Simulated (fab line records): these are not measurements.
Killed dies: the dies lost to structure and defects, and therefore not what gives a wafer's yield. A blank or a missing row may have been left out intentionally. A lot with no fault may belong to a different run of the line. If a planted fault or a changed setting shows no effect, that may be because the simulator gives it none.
One fault seen from 3 desks    flow n5Finfet    what lay behind the numbers comes last; until then each desk has only its own

== DESK OF THE TOOL OWNER: pecvd-01 ==
The tool's own readings at N5_BEOL_M1_PECVD_72 (deposits SiO2 from TEOS/O2, target thk 16 nm, time 18 s): means of the sampled wafers that have a number, for each lot that ran on this tool. The brackets show how far a lot's mean lies from the usual mean; more than 4 standard deviations puts the lot out of limits, marked OUT.
Columns: A = heaterPowerW at N5_BEOL_M1_PECVD_72, usual 725 W; B = rfFwdPowerW at N5_BEOL_M1_PECVD_72, usual 445.0 W; C = showerheadPlenumPTorr at N5_BEOL_M1_PECVD_72, usual 8.77 Torr; D = throttleValvePct at N5_BEOL_M1_PECVD_72, usual 22.2 %
lot   first seen here  A    B      C     D
L597  day 6 13:11      716  445.2  8.77  22.5
L603  day 7 23:46      718  446.0  8.77  22.6
L605  day 8 12:57      725  444.4  8.78  21.8
L606  day 8 20:30      665  445.5  8.77  22.5
L607  day 9 06:44      719  445.9  8.76  22.5
Result from this desk: across the 5 lots, nothing is out of limits.

== THE DEFECT DESK ==
What the inspections along the route counted, lot by lot: means of the sampled wafers that have a number. The brackets show how far a lot's mean lies from the usual mean; more than 4 standard deviations puts the lot out of limits, marked OUT.
Columns: A = rawDefectCount at N5_BEOL_M0_INSPECT_127, usual 74; B = rawDefectCount at N5_BEOL_M1_INSPECT_13, usual 434; C = rawDefectCount at N5_BEOL_M1_INSPECT_30, usual 441
lot   first seen here  A    B    C
L597  day 6 13:03      76   480  485
L603  day 7 23:38      93   599  607
L605  day 8 12:49      55   797  791
L606  day 8 20:22      101  825  864 (+4.2) OUT
L607  day 9 06:36      82   778  778
L614  day 10 19:58     66   685  680
L615  day 11 02:11     50   458  469
L616  day 11 08:41     80   394  425
This desk's verdict: out of limits on L606, starting with L606 at day 8 22:59 (rawDefectCount at N5_BEOL_M1_INSPECT_30). Within limits: L597, L603, L605, L607, L614, L615, L616.

== FROM THE METROLOGY DESK ==
Means of the sampled wafers that have a number, per lot and without regard to the tool the lot ran on: this is what the gauges read. The brackets show how far a lot's mean lies from the usual mean; more than 4 standard deviations puts the lot out of limits, marked OUT. 7 of its 10 readings are shown, namely those furthest out on some lot.
Columns: A = DIBL_N at N5_BEOL_M4_RC_MEAS_101, usual 36.5 mV/V; B = DIBL_P at N5_BEOL_M4_RC_MEAS_101, usual 36.5 mV/V; C = IOFF_N at N5_BEOL_M4_RC_MEAS_101, usual 0.163 nA/um; D = IOFF_P at N5_BEOL_M4_RC_MEAS_101, usual 0.219 nA/um; E = ION_N at N5_BEOL_M4_RC_MEAS_101, usual 675 uA/um; F = SS_P at N5_BEOL_M4_RC_MEAS_101, usual 73.4 mV/dec; G = VT_P at N5_BEOL_M4_RC_MEAS_101, usual -250 mV
lot   first seen here  A     B     C      D      E    F     G
L597  day 8 15:29      36.0  37.0  0.166  0.201  672  73.5  -252
L603  day 9 22:42      35.1  34.3  0.138  0.223  671  72.8  -247
L606  day 10 15:59     36.6  37.5  0.177  0.260  675  72.7  -246
L605  day 10 21:46     37.0  37.7  0.163  0.219  679  73.8  -250
L607  day 11 08:19     35.5  34.9  0.155  0.226  679  72.9  -248
L614  day 12 21:46     37.7  37.8  0.191  0.232  686  73.5  -250
L615  day 13 02:41     38.4  37.8  0.178  0.244  677  74.2  -247
L616  day 13 10:22     35.5  36.7  0.153  0.191  675  73.3  -254
Result from this desk: across the 8 lots, nothing is out of limits.

== PUT TOGETHER ==
The defect desk could have raised an alarm at day 8 22:59, on L606.
Nothing out of limits was seen by the tool owner's desk.
Nothing out of limits was seen by the metrology desk.
The tool owner's desk has L606 on record, within its limits.
The metrology desk holds a record of L606, inside its limits.
On pecvd-01, each named lot ran N5_BEOL_M1_PECVD_72.

== WHAT THE SIMULATOR HAD PUT IN ==
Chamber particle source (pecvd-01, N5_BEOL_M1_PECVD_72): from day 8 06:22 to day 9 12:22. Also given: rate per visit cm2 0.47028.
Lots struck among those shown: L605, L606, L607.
Hours from the fault's start to each desk's first reading out of limits: the defect desk, 17.
